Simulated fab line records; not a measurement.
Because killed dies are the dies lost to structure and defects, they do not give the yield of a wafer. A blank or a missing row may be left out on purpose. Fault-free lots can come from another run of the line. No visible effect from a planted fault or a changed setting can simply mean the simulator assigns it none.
Which of the tools did it?    flow n5-finfet    72 wafers from 24 lots sampled at 6 of the route's 1938 steps

== WHAT THE GAUGES SHOWED, per wafer ==
The record lacks any reading of a measuring or inspecting step that a usual standard deviation could be used to judge.

== WHICH TOOL RAN EACH LOT (tool, then ch and the chambers of the sampled wafers, then the start) ==
lot   N5_BEOL_M4_DEP_57                N5_BEOL_M5_ETCH_75                  N5_BEOL_M5_STRIP_36                 N5_BEOL_M5_ANNEAL_82          N5_BEOL_M5_PRE_CLEAN_77           N5_BEOL_M6_ILD_DEP_00
L076  pecvd-03 ch 0,1,2, day 12 00:48  rie-diel-06 ch 0,1, day 12 07:02    rie-diel-06 ch 0,1, day 12 07:13    pvd-sputter-03, day 12 10:30  cvd-co-01 ch 0,1,2, day 12 14:31  pecvd-01 ch 0,1,2, day 12 14:50
L074  pecvd-02 ch 0,1,2, day 12 06:52  rie-diel-02 ch 0,1,2, day 12 12:25  rie-diel-02 ch 0,1,2, day 12 12:36  pvd-sputter-01, day 12 15:16  cvd-co-02 ch 0,1, day 12 19:34    pecvd-01 ch 1,2, day 12 19:51
L075  pecvd-02 ch 1,2, day 12 09:49    rie-diel-06 ch 2,3, day 12 16:44    rie-diel-06 ch 2,3, day 12 16:55    pvd-sputter-02, day 12 19:44  cvd-co-02 ch 0,1,2, day 12 23:46  pecvd-02 ch 0,1,2, day 13 00:02
L077  pecvd-03 ch 0,1,2, day 12 12:25  rie-diel-02 ch 0,1, day 12 21:11    rie-diel-02 ch 0,1, day 12 21:23    pvd-sputter-02, day 13 00:17  cvd-co-01 ch 1,2, day 13 04:18    pecvd-02 ch 1,2, day 13 04:35
L078  pecvd-02 ch 0,1,2, day 12 14:09  rie-diel-03 ch 0,2,3, day 12 21:14  rie-diel-03 ch 0,2,3, day 12 21:26  pvd-sputter-03, day 13 00:24  cvd-co-01 ch 0,2, day 13 04:25    pecvd-01 ch 1,2, day 13 04:43
L079  pecvd-01 ch 0,1, day 12 17:14    rie-diel-03 ch 0,3, day 12 21:41    rie-diel-03 ch 0,3, day 12 21:53    pvd-sputter-01, day 13 00:44  cvd-co-02 ch 0,1,2, day 13 05:05  pecvd-04 ch 0,1,2, day 13 05:23
L081  pecvd-01 ch 0,1,2, day 13 10:27  rie-diel-02 ch 0,2, day 13 16:03    rie-diel-02 ch 0,2, day 13 16:15    pvd-sputter-01, day 13 19:11  cvd-co-01 ch 0,2, day 13 23:11    pecvd-01 ch 0,2, day 13 23:28
L080  pecvd-02 ch 0,1,2, day 13 17:11  rie-diel-06 ch 0,2,3, day 13 23:47  rie-diel-06 ch 0,2,3, day 13 23:59  pvd-sputter-01, day 14 03:03  cvd-co-01 ch 1,2, day 14 07:04    pecvd-02 ch 0,1, day 14 07:20
L082  pecvd-02 ch 1,2, day 13 18:52    rie-diel-03 ch 0,3, day 14 03:25    rie-diel-03 ch 0,3, day 14 03:36    pvd-sputter-01, day 14 07:43  cvd-co-01 ch 0,2, day 14 12:04    pecvd-04 ch 1,2, day 14 12:21
L083  pecvd-03 ch 0,1,2, day 13 21:50  rie-diel-02 ch 1,2, day 14 03:22    rie-diel-02 ch 1,2, day 14 03:33    pvd-sputter-03, day 14 06:05  cvd-co-01 ch 0,1,2, day 14 10:43  pecvd-04 ch 0,1,2, day 14 11:00
L085  pecvd-01 ch 1,2, day 14 05:04    rie-diel-06 ch 0,1, day 14 09:34    rie-diel-06 ch 0,1, day 14 09:46    pvd-sputter-02, day 14 12:51  cvd-co-01 ch 1,2, day 14 17:36    pecvd-01 ch 0,2, day 14 17:53
L084  pecvd-03 ch 1,2, day 14 10:59    rie-diel-02 ch 2,3, day 14 16:16    rie-diel-02 ch 2,3, day 14 16:28    pvd-sputter-01, day 14 19:53  cvd-co-02 ch 2, day 14 23:54      pecvd-02 ch 0,1,2, day 15 00:14
L086  pecvd-03 ch 0,1, day 14 14:38    rie-diel-03 ch 0,3, day 14 20:02    rie-diel-03 ch 0,3, day 14 20:14    pvd-sputter-02, day 14 23:26  cvd-co-01 ch 0,1, day 15 03:46    pecvd-02 ch 0,1, day 15 04:05
L089  pecvd-01 ch 1,2, day 15 08:45    rie-diel-02 ch 0,2,3, day 15 14:04  rie-diel-02 ch 0,2,3, day 15 14:16  pvd-sputter-01, day 15 17:29  cvd-co-01 ch 0,1, day 15 21:30    pecvd-02 ch 0,1, day 15 22:06
L091  pecvd-02 ch 1,2, day 15 12:20    rie-diel-03 ch 0,2,3, day 15 16:51  rie-diel-03 ch 0,2,3, day 15 17:02  pvd-sputter-03, day 15 19:53  cvd-co-01 ch 0,1, day 16 00:19    pecvd-04 ch 1,2, day 16 00:38
L088  pecvd-03 ch 1,2, day 15 13:37    rie-diel-06 ch 0,1, day 15 23:01    rie-diel-06 ch 0,1, day 15 23:12    pvd-sputter-02, day 16 02:07  cvd-co-02 ch 0,1, day 16 06:08    pecvd-02 ch 0,1, day 16 06:25
L087  pecvd-01 ch 0,1,2, day 15 17:16  rie-diel-06 ch 0,1,2, day 16 01:12  rie-diel-06 ch 0,1,2, day 16 01:23  pvd-sputter-01, day 16 04:08  cvd-co-01 ch 0,1, day 16 08:08    pecvd-01 ch 0,2, day 16 08:30
L090  pecvd-02 ch 0, day 15 21:43      rie-diel-06 ch 0,1, day 16 06:43    rie-diel-06 ch 0,1, day 16 06:55    pvd-sputter-01, day 16 10:07  cvd-co-02 ch 1,2, day 16 14:08    pecvd-04 ch 0,1, day 16 14:26
L092  pecvd-02 ch 0,1, day 15 23:56    rie-diel-03 ch 1,3, day 16 05:42    rie-diel-03 ch 1,3, day 16 05:53    pvd-sputter-02, day 16 08:44  cvd-co-01 ch 0,1, day 16 12:46    pecvd-04 ch 0,1, day 16 13:05
L093  pecvd-01 ch 0,2, day 16 17:44    rie-diel-03 ch 0,3, day 17 00:04    rie-diel-03 ch 0,3, day 17 00:16    pvd-sputter-01, day 17 03:04  cvd-co-02 ch 1,2, day 17 07:05    pecvd-04 ch 0,2, day 17 07:22
L094  pecvd-03 ch 1,2, day 17 01:34    rie-diel-02 ch 1,3, day 17 06:56    rie-diel-02 ch 1,3, day 17 07:08    pvd-sputter-03, day 17 10:28  cvd-co-02 ch 0,1,2, day 17 14:28  pecvd-01 ch 1,2, day 17 14:47
L095  pecvd-02 ch 0,1,2, day 17 01:45  rie-diel-06 ch 1,2, day 17 07:03    rie-diel-06 ch 1,2, day 17 07:14    pvd-sputter-02, day 17 11:19  cvd-co-02 ch 0,1, day 17 15:20    pecvd-02 ch 0,2, day 17 15:37
L096  pecvd-03 ch 0,1, day 17 04:59    rie-diel-06 ch 0,1, day 17 11:25    rie-diel-06 ch 0,1, day 17 11:36    pvd-sputter-03, day 17 14:53  cvd-co-02 ch 1,2, day 17 18:55    pecvd-01 ch 0,1, day 17 19:13
L097  pecvd-02 ch 2, day 17 18:08      rie-diel-03 ch 1,2,3, day 17 23:07  rie-diel-03 ch 1,2,3, day 17 23:19  pvd-sputter-01, day 18 03:23  cvd-co-01 ch 0,1, day 18 07:25    pecvd-04 ch 1, day 18 07:47
- N5_BEOL_M4_DEP_57: deposits SiCN from 3MS/NH3, target thk 8 nm, time 14 s.
- N5_BEOL_M5_ETCH_75: etches underlayer in N2/H2, target depth 6.5 nm, time 5.2 s.
- N5_BEOL_M5_STRIP_36: strips in N2/H2.
- N5_BEOL_M5_ANNEAL_82: time 1800 s.
- N5_BEOL_M5_PRE_CLEAN_77: time 15 s.
- N5_BEOL_M6_ILD_DEP_00: deposits SiCOH lowk from DEMS/porogen, target thk 179.75 nm, time 33.4 s.

== WHAT THE TOOLS THEMSELVES READ (means of the sampled wafers that have a number; where no wafer has one, the mark that the record gives instead) ==
N5_BEOL_M4_DEP_57.
lot   tool      showerhead-plenum-p-Torr (Torr)  throttle-valve-pct (%)
L076  pecvd-03  3.667                            9.2
L074  pecvd-02  3.668                            9.2
L075  pecvd-02  3.656                            9.4
L077  pecvd-03  3.663                            9.1
L078  pecvd-02  3.664                            9.4
L079  pecvd-01  3.674                            9.1
L081  pecvd-01  3.675                            8.8
L080  pecvd-02  3.666                            9.1
L082  pecvd-02  3.661                            9.3
L083  pecvd-03  3.670                            9.1
L085  pecvd-01  3.682                            8.5
L084  pecvd-03  3.685                            9.0
L086  pecvd-03  3.658                            9.5
L089  pecvd-01  3.676                            8.6
L091  pecvd-02  3.661                            9.0
L088  pecvd-03  3.680                            9.0
L087  pecvd-01  3.667                            9.0
L090  pecvd-02  3.667                            9.2
L092  pecvd-02  3.656                            9.3
L093  pecvd-01  3.664                            9.0
L094  pecvd-03  3.677                            9.1
L095  pecvd-02  3.659                            9.3
L096  pecvd-03  3.663                            9.6
L097  pecvd-02  3.665                            9.0

N5_BEOL_M5_ETCH_75.
lot   tool         chamber-pressure-mTorr (mTorr)  drypump-motor-current-A (A)  etch-rf-on-time-s (s)  oes-product-au (a.u.)  rf-vpp-V (V)  showerhead-plenum-p-Torr (Torr)  throttle-valve-pct (%)
L076  rie-diel-06  29.98                           5.6                          5.17                   0.69                   522.3         2.43                             17.8
L074  rie-diel-02  30.02                           5.5                          5.16                   0.64                   521.8         2.46                             18.0
L075  rie-diel-06  30.02                           5.7                          5.26                   0.66                   525.5         2.66                             17.7
L077  rie-diel-02  30.03                           5.1                          5.02                   0.66                   523.9         2.49                             18.0
L078  rie-diel-03  29.99                           5.9                          5.17                   0.66                   521.9         2.47                             17.7
L079  rie-diel-03  30.00                           5.7                          5.16                   0.72                   524.6         2.50                             17.7
L081  rie-diel-02  29.99                           5.9                          5.21                   0.62                   520.1         2.43                             18.1
L080  rie-diel-06  30.02                           5.6                          5.21                   0.71                   524.9         2.60                             17.7
L082  rie-diel-03  30.00                           5.6                          5.16                   0.71                   523.9         2.49                             17.7
L083  rie-diel-02  30.00                           5.2                          5.21                   0.61                   522.4         2.49                             18.1
L085  rie-diel-06  30.00                           5.7                          5.28                   0.67                   521.5         2.42                             17.8
L084  rie-diel-02  29.99                           5.7                          5.26                   0.62                   523.0         2.50                             18.0
L086  rie-diel-03  29.98                           6.1                          5.23                   0.66                   524.3         2.51                             17.7
L089  rie-diel-02  29.99                           5.7                          5.26                   0.63                   523.6         2.51                             17.9
L091  rie-diel-03  30.01                           5.9                          5.21                   0.64                   520.7         2.46                             17.7
L088  rie-diel-06  29.98                           5.7                          5.19                   0.70                   521.0         2.45                             17.6
L087  rie-diel-06  30.00                           5.7                          5.18                   0.65                   522.7         2.50                             17.7
L090  rie-diel-06  29.98                           5.7                          5.18                   0.66                   521.5         2.41                             17.9
L092  rie-diel-03  30.01                           6.3                          5.34                   0.67                   524.9         2.55                             17.6
L093  rie-diel-03  30.00                           5.7                          5.13                   0.68                   521.4         2.48                             17.7
L094  rie-diel-02  29.97                           5.0                          5.08                   0.64                   525.0         2.56                             18.0
L095  rie-diel-06  29.97                           5.8                          5.28                   0.59                   524.1         2.54                             17.7
L096  rie-diel-06  30.03                           5.6                          5.25                   0.65                   521.0         2.41                             17.9
L097  rie-diel-03  30.00                           6.1                          5.24                   0.72                   525.7         2.61                             17.5

N5_BEOL_M5_STRIP_36.
lot   tool         chamber-pressure-mTorr (mTorr)  drypump-motor-current-A (A)  oes-product-au (a.u.)  rf-vpp-V (V)  showerhead-plenum-p-Torr (Torr)  throttle-valve-pct (%)
L076  rie-diel-06  19.98                           5.7                          0.81                   58.2          2.42                             23.5
L074  rie-diel-02  19.99                           5.5                          0.74                   59.9          2.46                             23.8
L075  rie-diel-06  19.96                           5.7                          0.77                   59.7          2.65                             23.5
L077  rie-diel-02  19.99                           5.2                          0.77                   57.9          2.49                             23.8
L078  rie-diel-03  19.96                           5.9                          0.77                   58.9          2.47                             23.3
L079  rie-diel-03  20.01                           5.6                          0.84                   59.2          2.49                             23.3
L081  rie-diel-02  20.01                           5.8                          0.71                   58.2          2.42                             23.7
L080  rie-diel-06  19.99                           5.6                          0.83                   60.9          2.60                             23.4
L082  rie-diel-03  19.98                           5.6                          0.83                   59.4          2.49                             23.3
L083  rie-diel-02  19.99                           5.2                          0.73                   58.3          2.48                             24.0
L085  rie-diel-06  20.01                           5.7                          0.79                   59.3          2.42                             23.5
L084  rie-diel-02  19.99                           5.7                          0.71                   58.3          2.50                             23.7
L086  rie-diel-03  19.99                           6.1                          0.76                   60.4          2.50                             23.3
L089  rie-diel-02  19.98                           5.7                          0.74                   59.8          2.50                             23.6
L091  rie-diel-03  19.99                           5.9                          0.74                   58.5          2.46                             23.4
L088  rie-diel-06  20.02                           5.7                          0.83                   59.8          2.44                             23.3
L087  rie-diel-06  20.00                           5.7                          0.76                   59.4          2.49                             23.4
L090  rie-diel-06  19.97                           5.7                          0.78                   59.9          2.41                             23.6
L092  rie-diel-03  20.03                           6.3                          0.76                   60.5          2.54                             23.2
L093  rie-diel-03  19.98                           5.6                          0.79                   58.4          2.48                             23.4
L094  rie-diel-02  20.02                           5.0                          0.74                   58.9          2.56                             23.9
L095  rie-diel-06  20.00                           5.7                          0.69                   59.6          2.54                             23.4
L096  rie-diel-06  20.03                           5.7                          0.77                   56.9          2.41                             23.6
L097  rie-diel-03  19.98                           6.1                          0.85                   60.1          2.60                             23.2

N5_BEOL_M5_ANNEAL_82.
lot   tool            heater-power-w (W)
L076  pvd-sputter-03  798
L074  pvd-sputter-01  757
L075  pvd-sputter-02  816
L077  pvd-sputter-02  744
L078  pvd-sputter-03  840
L079  pvd-sputter-01  741
L081  pvd-sputter-01  852
L080  pvd-sputter-01  835
L082  pvd-sputter-01  850
L083  pvd-sputter-03  872
L085  pvd-sputter-02  734
L084  pvd-sputter-01  714
L086  pvd-sputter-02  916
L089  pvd-sputter-01  749
L091  pvd-sputter-03  841
L088  pvd-sputter-02  776
L087  pvd-sputter-01  927
L090  pvd-sputter-01  748
L092  pvd-sputter-02  865
L093  pvd-sputter-01  939
L094  pvd-sputter-03  819
L095  pvd-sputter-02  817
L096  pvd-sputter-03  833
L097  pvd-sputter-01  829

N5_BEOL_M5_PRE_CLEAN_77.
lot   tool       heater-power-w (W)
L076  cvd-co-01  76
L074  cvd-co-02  100
L075  cvd-co-02  106
L077  cvd-co-01  78
L078  cvd-co-01  70
L079  cvd-co-02  105
L081  cvd-co-01  67
L080  cvd-co-01  85
L082  cvd-co-01  69
L083  cvd-co-01  74
L085  cvd-co-01  85
L084  cvd-co-02  121
L086  cvd-co-01  83
L089  cvd-co-01  82
L091  cvd-co-01  81
L088  cvd-co-02  95
L087  cvd-co-01  82
L090  cvd-co-02  92
L092  cvd-co-01  82
L093  cvd-co-02  93
L094  cvd-co-02  102
L095  cvd-co-02  96
L096  cvd-co-02  92
L097  cvd-co-01  82

N5_BEOL_M6_ILD_DEP_00.
lot   tool      heater-power-w (W)  showerhead-plenum-p-Torr (Torr)  throttle-valve-pct (%)
L076  pecvd-01  267                 5.747                            13.6
L074  pecvd-01  267                 5.755                            13.3
L075  pecvd-02  325                 5.736                            14.1
L077  pecvd-02  336                 5.739                            14.0
L078  pecvd-01  323                 5.767                            13.2
L079  pecvd-04  404                 5.730                            13.9
L081  pecvd-01  236                 5.745                            13.6
L080  pecvd-02  314                 5.731                            14.3
L082  pecvd-04  391                 5.725                            13.5
L083  pecvd-04  391                 5.724                            14.0
L085  pecvd-01  280                 5.734                            14.2
L084  pecvd-02  340                 5.744                            14.1
L086  pecvd-02  326                 5.733                            14.3
L089  pecvd-02  361                 5.723                            14.4
L091  pecvd-04  360                 5.719                            14.2
L088  pecvd-02  360                 5.734                            14.3
L087  pecvd-01  237                 5.751                            13.7
L090  pecvd-04  407                 5.733                            14.3
L092  pecvd-04  383                 5.721                            14.5
L093  pecvd-04  444                 5.728                            13.8
L094  pecvd-01  305                 5.756                            13.2
L095  pecvd-02  311                 5.741                            14.1
L096  pecvd-01  325                 5.754                            13.6
L097  pecvd-04  339                 5.714                            14.6

== THE ANSWER, worked out from the rows above alone ==
Rule: the usual values come from the lots themselves. The widest of any qualifying gaps counts: lots, ordered by their means at a reading, are off when they make up no more than a third of the lots, leave a main group of 4 or more, and stand apart from it by 3 or more times the standard deviation of that group's means. The tables above print the reading to a certain number of digits; a main group whose means all agree to those digits is not used. A lot without any number at a reading at which 4 lots or more have one is off too. Where the step has rows for the other lots, those lots are counted as sound. After the gauges, taken in route order, come the tools' own readings; for these a lot's mean is taken, as printed above. At the first step where some lot is off, the reading lying furthest off is the one used; lots without a number count as furthest.
Across all readings shown, no lot is off: no conclusion can be drawn from this.

== WHAT HAD BEEN PUT IN BY THE SIMULATOR ==
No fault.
